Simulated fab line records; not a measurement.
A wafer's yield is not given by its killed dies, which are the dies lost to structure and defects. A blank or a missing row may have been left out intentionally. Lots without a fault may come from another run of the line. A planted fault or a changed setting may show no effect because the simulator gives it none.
Which tool was responsible? || flow n5-finfet || 25 wafers from 9 lots sampled at 6 of the route's 1938 steps

WHAT THE GAUGES READ, wafer by wafer
N5_BEOL_M1_CD_MEAS_28: target cd y 23.3 nm. Usual: cd-nm reads 24.02 nm (standard deviation 0.26).
{"lot": "L956", "measured": "day 6 06:02", "on": "cd-sem-02", "cd-nm (nm)": "24.24 24.26 24.17", "flag": ""}
{"lot": "L958", "measured": "day 6 15:08", "on": "cd-sem-03", "cd-nm (nm)": "23.78 24.26", "flag": ""}
{"lot": "L959", "measured": "day 6 23:45", "on": "cd-sem-01", "cd-nm (nm)": "24.10 24.20 23.95", "flag": ""}
{"lot": "L960", "measured": "day 7 00:02", "on": "cd-sem-02", "cd-nm (nm)": "24.17 24.05 24.11", "flag": ""}
{"lot": "L970", "measured": "day 9 11:20", "on": "cd-sem-03", "cd-nm (nm)": "24.13 24.09 23.45", "flag": ""}
{"lot": "L973", "measured": "day 10 08:49", "on": "cd-sem-01", "cd-nm (nm)": "24.30 24.17 24.13", "flag": ""}
{"lot": "L975", "measured": "day 11 01:42", "on": "cd-sem-02", "cd-nm (nm)": "24.33 23.87", "flag": ""}
{"lot": "L978", "measured": "day 11 19:26", "on": "cd-sem-03", "cd-nm (nm)": "24.26 24.39 24.07", "flag": ""}
{"lot": "L979", "measured": "day 12 05:14", "on": "cd-sem-01", "cd-nm (nm)": "23.75 24.12 23.73", "flag": ""}

N5_BEOL_M1_INSPECT_30: inspects for defects (brightfield). Usual: raw-defect-count reads 387 (standard deviation 90).
{"lot": "L956", "measured": "day 6 06:08", "on": "defect-inspect-02", "raw-defect-count": "395 342 557", "flag": ""}
{"lot": "L958", "measured": "day 6 15:13", "on": "defect-inspect-01", "raw-defect-count": "489 499", "flag": ""}
{"lot": "L959", "measured": "day 7 00:07", "on": "defect-inspect-02", "raw-defect-count": "393 388 345", "flag": ""}
{"lot": "L960", "measured": "day 7 00:08", "on": "defect-inspect-02", "raw-defect-count": "1164 314 267", "flag": ""}
{"lot": "L970", "measured": "day 9 11:26", "on": "defect-inspect-02", "raw-defect-count": "233 212 265", "flag": ""}
{"lot": "L973", "measured": "day 10 08:54", "on": "defect-inspect-02", "raw-defect-count": "375 278 514", "flag": ""}
{"lot": "L975", "measured": "day 11 01:47", "on": "defect-inspect-02", "raw-defect-count": "277 260", "flag": ""}
{"lot": "L978", "measured": "day 11 19:31", "on": "defect-inspect-01", "raw-defect-count": "424 379 446", "flag": ""}
{"lot": "L979", "measured": "day 12 05:19", "on": "defect-inspect-01", "raw-defect-count": "391 271 278", "flag": ""}

N5_BEOL_M4_RC_MEAS_101. Usual: DIBL_N 36.5 mV/V, standard deviation 2.1; DIBL_P 36.6 mV/V, standard deviation 2.6; IOFF_N 0.17 nA/um, standard deviation 0.044; IOFF_P 0.21 nA/um, standard deviation 0.048; ION_N 674 uA/um, standard deviation 17; ION_P 462 uA/um, standard deviation 9.5; SS_N 71.6 mV/dec, standard deviation 0.77; SS_P 73.5 mV/dec, standard deviation 0.72; VT_N 250 mV, standard deviation 4.2; VT_P -250 mV, standard deviation 3.9.
{"lot": "L956", "measured": "day 9 02:22", "on": "prober-02", "DIBL_N (mV/V)": "36.8 34.5 35.9", "DIBL_P (mV/V)": "36.2 33.7 34.8", "IOFF_N (nA/um)": "0.19 0.15 0.18", "IOFF_P (nA/um)": "0.25 0.22 0.22", "ION_N (uA/um)": "686 673 683", "ION_P (uA/um)": "468 466 469", "SS_N (mV/dec)": "71.4 71.3 71.5", "SS_P (mV/dec)": "74.0 73.4 73.4", "VT_N (mV)": "246 252 245", "VT_P (mV)": "-245 -247 -249", "flag": ""}
{"lot": "L958", "measured": "day 10 08:25", "on": "prober-02", "DIBL_N (mV/V)": "34.9 37.0", "DIBL_P (mV/V)": "33.9 37.6", "IOFF_N (nA/um)": "0.13 0.17", "IOFF_P (nA/um)": "0.17 0.22", "ION_N (uA/um)": "671 684", "ION_P (uA/um)": "460 468", "SS_N (mV/dec)": "70.6 71.1", "SS_P (mV/dec)": "73.4 74.7", "VT_N (mV)": "255 248", "VT_P (mV)": "-254 -252", "flag": ""}
{"lot": "L959", "measured": "day 10 11:35", "on": "prober-02", "DIBL_N (mV/V)": "37.2 40.6 39.5", "DIBL_P (mV/V)": "37.7 42.3 40.8", "IOFF_N (nA/um)": "0.14 0.24 0.20", "IOFF_P (nA/um)": "0.20 0.28 0.25", "ION_N (uA/um)": "667 706 685", "ION_P (uA/um)": "462 478 465", "SS_N (mV/dec)": "71.1 72.4 72.2", "SS_P (mV/dec)": "73.0 74.4 74.3", "VT_N (mV)": "253 241 248", "VT_P (mV)": "-253 -245 -247", "flag": ""}
{"lot": "L960", "measured": "day 10 06:04", "on": "prober-01", "DIBL_N (mV/V)": "41.7 34.2 40.5", "DIBL_P (mV/V)": "40.4 32.3 40.5", "IOFF_N (nA/um)": "0.31 0.13 0.29", "IOFF_P (nA/um)": "0.35 0.19 0.34", "ION_N (uA/um)": "707 678 703", "ION_P (uA/um)": "476 467 475", "SS_N (mV/dec)": "73.8 70.7 72.2", "SS_P (mV/dec)": "74.9 72.7 74.8", "VT_N (mV)": "241 251 241", "VT_P (mV)": "-242 -250 -243", "flag": ""}
{"lot": "L970", "measured": "day 12 13:56", "on": "prober-02", "DIBL_N (mV/V)": "34.3 36.0 36.1", "DIBL_P (mV/V)": "33.9 37.2 37.2", "IOFF_N (nA/um)": "0.12 0.16 0.15", "IOFF_P (nA/um)": "0.15 0.21 0.21", "ION_N (uA/um)": "659 688 662", "ION_P (uA/um)": "451 466 455", "SS_N (mV/dec)": "71.0 71.6 71.7", "SS_P (mV/dec)": "73.1 73.3 74.1", "VT_N (mV)": "258 249 251", "VT_P (mV)": "-258 -253 -253", "flag": ""}
{"lot": "L973", "measured": "day 13 11:56", "on": "prober-01", "DIBL_N (mV/V)": "37.2 33.4 35.6", "DIBL_P (mV/V)": "36.8 33.5 34.8", "IOFF_N (nA/um)": "0.19 0.13 0.16", "IOFF_P (nA/um)": "0.27 0.20 0.23", "ION_N (uA/um)": "692 670 662", "ION_P (uA/um)": "484 467 469", "SS_N (mV/dec)": "72.1 70.7 71.8", "SS_P (mV/dec)": "74.2 73.6 73.9", "VT_N (mV)": "245 251 249", "VT_P (mV)": "-244 -249 -244", "flag": ""}
{"lot": "L975", "measured": "day 14 05:31", "on": "prober-01", "DIBL_N (mV/V)": "36.3 35.6", "DIBL_P (mV/V)": "36.1 35.6", "IOFF_N (nA/um)": "0.14 0.12", "IOFF_P (nA/um)": "0.17 0.15", "ION_N (uA/um)": "664 648", "ION_P (uA/um)": "456 443", "SS_N (mV/dec)": "72.5 71.6", "SS_P (mV/dec)": "73.6 73.0", "VT_N (mV)": "254 254", "VT_P (mV)": "-256 -259", "flag": ""}
{"lot": "L978", "measured": "day 15 03:29", "on": "prober-02", "DIBL_N (mV/V)": "34.4 36.6 37.4", "DIBL_P (mV/V)": "33.6 36.6 37.9", "IOFF_N (nA/um)": "0.13 0.17 0.18", "IOFF_P (nA/um)": "0.17 0.22 0.24", "ION_N (uA/um)": "667 691 679", "ION_P (uA/um)": "457 472 468", "SS_N (mV/dec)": "70.5 71.7 71.6", "SS_P (mV/dec)": "72.3 73.8 73.5", "VT_N (mV)": "250 249 250", "VT_P (mV)": "-251 -248 -246", "flag": ""}
{"lot": "L979", "measured": "day 15 13:25", "on": "prober-01", "DIBL_N (mV/V)": "34.9 37.3 35.3", "DIBL_P (mV/V)": "36.2 38.6 35.4", "IOFF_N (nA/um)": "0.12 0.16 0.13", "IOFF_P (nA/um)": "0.17 0.21 0.16", "ION_N (uA/um)": "664 671 666", "ION_P (uA/um)": "459 469 453", "SS_N (mV/dec)": "71.3 71.8 71.5", "SS_P (mV/dec)": "73.3 74.0 72.8", "VT_N (mV)": "257 252 255", "VT_P (mV)": "-256 -251 -258", "flag": ""}

TOOL THAT RAN EACH LOT (tool first, then ch and the chambers of the sampled wafers, then the start)
{"lot": "L956", "N5_BEOL_M1_DESCUM_16": "rie-diel-02 ch 2,3, day 6 05:16", "N5_BEOL_M1_ETCH_64": "rie-diel-02 ch 2,3, day 6 05:20", "N5_BEOL_M1_STRIP_66": "rie-diel-02 ch 2,3, day 6 05:28"}
{"lot": "L958", "N5_BEOL_M1_DESCUM_16": "rie-diel-02 ch 1,3, day 6 14:21", "N5_BEOL_M1_ETCH_64": "rie-diel-02 ch 1,3, day 6 14:26", "N5_BEOL_M1_STRIP_66": "rie-diel-02 ch 1,3, day 6 14:34"}
{"lot": "L959", "N5_BEOL_M1_DESCUM_16": "rie-diel-02 ch 0,2,3, day 6 22:50", "N5_BEOL_M1_ETCH_64": "rie-diel-02 ch 0,2,3, day 6 22:55", "N5_BEOL_M1_STRIP_66": "rie-diel-02 ch 0,2,3, day 6 23:03"}
{"lot": "L960", "N5_BEOL_M1_DESCUM_16": "rie-diel-02 ch 1,2, day 6 23:10", "N5_BEOL_M1_ETCH_64": "rie-diel-02 ch 1,2, day 6 23:14", "N5_BEOL_M1_STRIP_66": "rie-diel-02 ch 1,2, day 6 23:22"}
{"lot": "L970", "N5_BEOL_M1_DESCUM_16": "rie-diel-03 ch 1,2, day 9 10:35", "N5_BEOL_M1_ETCH_64": "rie-diel-03 ch 1,2, day 9 10:40", "N5_BEOL_M1_STRIP_66": "rie-diel-03 ch 1,2, day 9 10:48"}
{"lot": "L973", "N5_BEOL_M1_DESCUM_16": "rie-diel-03 ch 1,3, day 10 08:04", "N5_BEOL_M1_ETCH_64": "rie-diel-03 ch 1,3, day 10 08:09", "N5_BEOL_M1_STRIP_66": "rie-diel-03 ch 1,3, day 10 08:16"}
{"lot": "L975", "N5_BEOL_M1_DESCUM_16": "rie-diel-03 ch 3, day 11 00:46", "N5_BEOL_M1_ETCH_64": "rie-diel-03 ch 3, day 11 00:50", "N5_BEOL_M1_STRIP_66": "rie-diel-03 ch 3, day 11 00:58"}
{"lot": "L978", "N5_BEOL_M1_DESCUM_16": "rie-diel-06 ch 1,2,3, day 11 18:35", "N5_BEOL_M1_ETCH_64": "rie-diel-06 ch 1,2,3, day 11 18:40", "N5_BEOL_M1_STRIP_66": "rie-diel-06 ch 1,2,3, day 11 18:48"}
{"lot": "L979", "N5_BEOL_M1_DESCUM_16": "rie-diel-02 ch 0,2,3, day 12 04:29", "N5_BEOL_M1_ETCH_64": "rie-diel-02 ch 0,2,3, day 12 04:34", "N5_BEOL_M1_STRIP_66": "rie-diel-02 ch 0,2,3, day 12 04:42"}
- N5_BEOL_M1_DESCUM_16: chemistry O2, time 7 s.
- N5_BEOL_M1_ETCH_64: etches SOC in N2/H2, target depth 75 nm, overetch 15 nm, time 112.5 s.
- N5_BEOL_M1_STRIP_66: strips in CF4.

AS READ BY THE TOOLS THEMSELVES (means over the sampled wafers that have a number; for cases with no such wafer, the mark the record gives instead)
N5_BEOL_M1_DESCUM_16. Usual: drypump-motor-current-A 5.6 A, standard deviation 0.35; oes-product-au 0.78 a.u., standard deviation 0.074; rf-vpp-V 243.2 V, standard deviation 1.5; showerhead-plenum-p-Torr 2.09 Torr, standard deviation 0.079; throttle-valve-pct 20.46 %, standard deviation 0.2.
{"lot": "L956", "tool": "rie-diel-02", "drypump-motor-current-A (A)": 5.6, "oes-product-au (a.u.)": 0.74, "rf-vpp-V (V)": 243.6, "showerhead-plenum-p-Torr (Torr)": 2.06, "throttle-valve-pct (%)": 20.43, "flag": ""}
{"lot": "L958", "tool": "rie-diel-02", "drypump-motor-current-A (A)": 5.6, "oes-product-au (a.u.)": 0.81, "rf-vpp-V (V)": 243.9, "showerhead-plenum-p-Torr (Torr)": 2.08, "throttle-valve-pct (%)": 20.24, "flag": ""}
{"lot": "L959", "tool": "rie-diel-02", "drypump-motor-current-A (A)": 5.5, "oes-product-au (a.u.)": 0.77, "rf-vpp-V (V)": 243.0, "showerhead-plenum-p-Torr (Torr)": 2.03, "throttle-valve-pct (%)": 20.36, "flag": ""}
{"lot": "L960", "tool": "rie-diel-02", "drypump-motor-current-A (A)": 5.5, "oes-product-au (a.u.)": 0.78, "rf-vpp-V (V)": 243.3, "showerhead-plenum-p-Torr (Torr)": 2.14, "throttle-valve-pct (%)": 20.36, "flag": ""}
{"lot": "L970", "tool": "rie-diel-03", "drypump-motor-current-A (A)": 6.1, "oes-product-au (a.u.)": 0.74, "rf-vpp-V (V)": 243.6, "showerhead-plenum-p-Torr (Torr)": 2.14, "throttle-valve-pct (%)": 20.72, "flag": ""}
{"lot": "L973", "tool": "rie-diel-03", "drypump-motor-current-A (A)": 5.4, "oes-product-au (a.u.)": 0.75, "rf-vpp-V (V)": 244.0, "showerhead-plenum-p-Torr (Torr)": 2.15, "throttle-valve-pct (%)": 20.72, "flag": ""}
{"lot": "L975", "tool": "rie-diel-03", "drypump-motor-current-A (A)": 4.9, "oes-product-au (a.u.)": 0.73, "rf-vpp-V (V)": 244.8, "showerhead-plenum-p-Torr (Torr)": 2.16, "throttle-valve-pct (%)": 20.76, "flag": ""}
{"lot": "L978", "tool": "rie-diel-06", "drypump-motor-current-A (A)": 5.7, "oes-product-au (a.u.)": 0.76, "rf-vpp-V (V)": 242.3, "showerhead-plenum-p-Torr (Torr)": 2.03, "throttle-valve-pct (%)": 20.49, "flag": ""}
{"lot": "L979", "tool": "rie-diel-02", "drypump-motor-current-A (A)": 5.6, "oes-product-au (a.u.)": 0.74, "rf-vpp-V (V)": 242.3, "showerhead-plenum-p-Torr (Torr)": 2.02, "throttle-valve-pct (%)": 20.42, "flag": ""}

N5_BEOL_M1_ETCH_64. Usual: drypump-motor-current-A 5.6 A, standard deviation 0.35; oes-product-au 0.62 a.u., standard deviation 0.054; rf-vpp-V 523.9 V, standard deviation 2.6; showerhead-plenum-p-Torr 2.54 Torr, standard deviation 0.091; throttle-valve-pct 17.81 %, standard deviation 0.2.
{"lot": "L956", "tool": "rie-diel-02", "drypump-motor-current-A (A)": 5.6, "oes-product-au (a.u.)": 0.60, "rf-vpp-V (V)": 523.3, "showerhead-plenum-p-Torr (Torr)": 2.49, "throttle-valve-pct (%)": 17.77, "flag": ""}
{"lot": "L958", "tool": "rie-diel-02", "drypump-motor-current-A (A)": 5.6, "oes-product-au (a.u.)": 0.64, "rf-vpp-V (V)": 524.0, "showerhead-plenum-p-Torr (Torr)": 2.55, "throttle-valve-pct (%)": 17.66, "flag": ""}
{"lot": "L959", "tool": "rie-diel-02", "drypump-motor-current-A (A)": 5.6, "oes-product-au (a.u.)": 0.61, "rf-vpp-V (V)": 521.7, "showerhead-plenum-p-Torr (Torr)": 2.47, "throttle-valve-pct (%)": 17.81, "flag": ""}
{"lot": "L960", "tool": "rie-diel-02", "drypump-motor-current-A (A)": 5.5, "oes-product-au (a.u.)": 0.62, "rf-vpp-V (V)": 525.2, "showerhead-plenum-p-Torr (Torr)": 2.57, "throttle-valve-pct (%)": 17.68, "flag": ""}
{"lot": "L970", "tool": "rie-diel-03", "drypump-motor-current-A (A)": 6.1, "oes-product-au (a.u.)": 0.59, "rf-vpp-V (V)": 525.5, "showerhead-plenum-p-Torr (Torr)": 2.56, "throttle-valve-pct (%)": 17.78, "flag": ""}
{"lot": "L973", "tool": "rie-diel-03", "drypump-motor-current-A (A)": 5.4, "oes-product-au (a.u.)": 0.59, "rf-vpp-V (V)": 525.6, "showerhead-plenum-p-Torr (Torr)": 2.60, "throttle-valve-pct (%)": 18.05, "flag": ""}
{"lot": "L975", "tool": "rie-diel-03", "drypump-motor-current-A (A)": 4.9, "oes-product-au (a.u.)": 0.59, "rf-vpp-V (V)": 525.8, "showerhead-plenum-p-Torr (Torr)": 2.64, "throttle-valve-pct (%)": 18.23, "flag": ""}
{"lot": "L978", "tool": "rie-diel-06", "drypump-motor-current-A (A)": 5.7, "oes-product-au (a.u.)": 0.60, "rf-vpp-V (V)": 522.3, "showerhead-plenum-p-Torr (Torr)": 2.47, "throttle-valve-pct (%)": 17.83, "flag": ""}
{"lot": "L979", "tool": "rie-diel-02", "drypump-motor-current-A (A)": 5.6, "oes-product-au (a.u.)": 0.59, "rf-vpp-V (V)": 521.9, "showerhead-plenum-p-Torr (Torr)": 2.46, "throttle-valve-pct (%)": 17.86, "flag": ""}

N5_BEOL_M1_STRIP_66. Usual: cf4-flow-sccm 150.0 sccm, standard deviation 0.42; drypump-motor-current-A 5.6 A, standard deviation 0.35; oes-product-au 0.78 a.u., standard deviation 0.067; rf-vpp-V 271.2 V, standard deviation 1.6; showerhead-plenum-p-Torr 1.79 Torr, standard deviation 0.062; throttle-valve-pct 13.60 %, standard deviation 0.21.
{"lot": "L956", "tool": "rie-diel-02", "cf4-flow-sccm (sccm)": 150.2, "drypump-motor-current-A (A)": 5.6, "oes-product-au (a.u.)": 0.75, "rf-vpp-V (V)": 271.4, "showerhead-plenum-p-Torr (Torr)": 1.77, "throttle-valve-pct (%)": 13.69, "flag": ""}
{"lot": "L958", "tool": "rie-diel-02", "cf4-flow-sccm (sccm)": 150.2, "drypump-motor-current-A (A)": 5.6, "oes-product-au (a.u.)": 0.80, "rf-vpp-V (V)": 271.6, "showerhead-plenum-p-Torr (Torr)": 1.80, "throttle-valve-pct (%)": 13.52, "flag": ""}
{"lot": "L959", "tool": "rie-diel-02", "cf4-flow-sccm (sccm)": 150.1, "drypump-motor-current-A (A)": 5.5, "oes-product-au (a.u.)": 0.77, "rf-vpp-V (V)": 270.4, "showerhead-plenum-p-Torr (Torr)": 1.74, "throttle-valve-pct (%)": 13.60, "flag": ""}
{"lot": "L960", "tool": "rie-diel-02", "cf4-flow-sccm (sccm)": 149.9, "drypump-motor-current-A (A)": 5.5, "oes-product-au (a.u.)": 0.78, "rf-vpp-V (V)": 272.3, "showerhead-plenum-p-Torr (Torr)": 1.83, "throttle-valve-pct (%)": 13.56, "flag": ""}
{"lot": "L970", "tool": "rie-diel-03", "cf4-flow-sccm (sccm)": 150.2, "drypump-motor-current-A (A)": 6.1, "oes-product-au (a.u.)": 0.73, "rf-vpp-V (V)": 270.9, "showerhead-plenum-p-Torr (Torr)": 1.81, "throttle-valve-pct (%)": 13.67, "flag": ""}
{"lot": "L973", "tool": "rie-diel-03", "cf4-flow-sccm (sccm)": 150.3, "drypump-motor-current-A (A)": 5.4, "oes-product-au (a.u.)": 0.74, "rf-vpp-V (V)": 272.4, "showerhead-plenum-p-Torr (Torr)": 1.84, "throttle-valve-pct (%)": 13.83, "flag": ""}
{"lot": "L975", "tool": "rie-diel-03", "cf4-flow-sccm (sccm)": 149.8, "drypump-motor-current-A (A)": 4.9, "oes-product-au (a.u.)": 0.73, "rf-vpp-V (V)": 272.8, "showerhead-plenum-p-Torr (Torr)": 1.86, "throttle-valve-pct (%)": 13.89, "flag": ""}
{"lot": "L978", "tool": "rie-diel-06", "cf4-flow-sccm (sccm)": 150.5, "drypump-motor-current-A (A)": 5.7, "oes-product-au (a.u.)": 0.76, "rf-vpp-V (V)": 271.1, "showerhead-plenum-p-Torr (Torr)": 1.75, "throttle-valve-pct (%)": 13.71, "flag": ""}
{"lot": "L979", "tool": "rie-diel-02", "cf4-flow-sccm (sccm)": 149.8, "drypump-motor-current-A (A)": 5.5, "oes-product-au (a.u.)": 0.74, "rf-vpp-V (V)": 270.9, "showerhead-plenum-p-Torr (Torr)": 1.74, "throttle-valve-pct (%)": 13.67, "flag": ""}

THE ANSWER, worked out from the rows above alone
Rule: a lot counts as off when the mean over its wafers that have a number is more than 3 standard deviations away from the usual mean. Also off: a lot with no number at a reading for which 4 or more lots have one. All remaining lots with rows at the step are treated as sound. After the gauges, taken in route order, come the tools' own readings; for these a lot's mean is taken, as printed above. At the first step where some lot is off, the reading lying furthest off is the one used; lots without a number count as furthest.
None of the lots is off at any reading shown; this tells nothing.

WHAT THE SIMULATOR HAD INSERTED
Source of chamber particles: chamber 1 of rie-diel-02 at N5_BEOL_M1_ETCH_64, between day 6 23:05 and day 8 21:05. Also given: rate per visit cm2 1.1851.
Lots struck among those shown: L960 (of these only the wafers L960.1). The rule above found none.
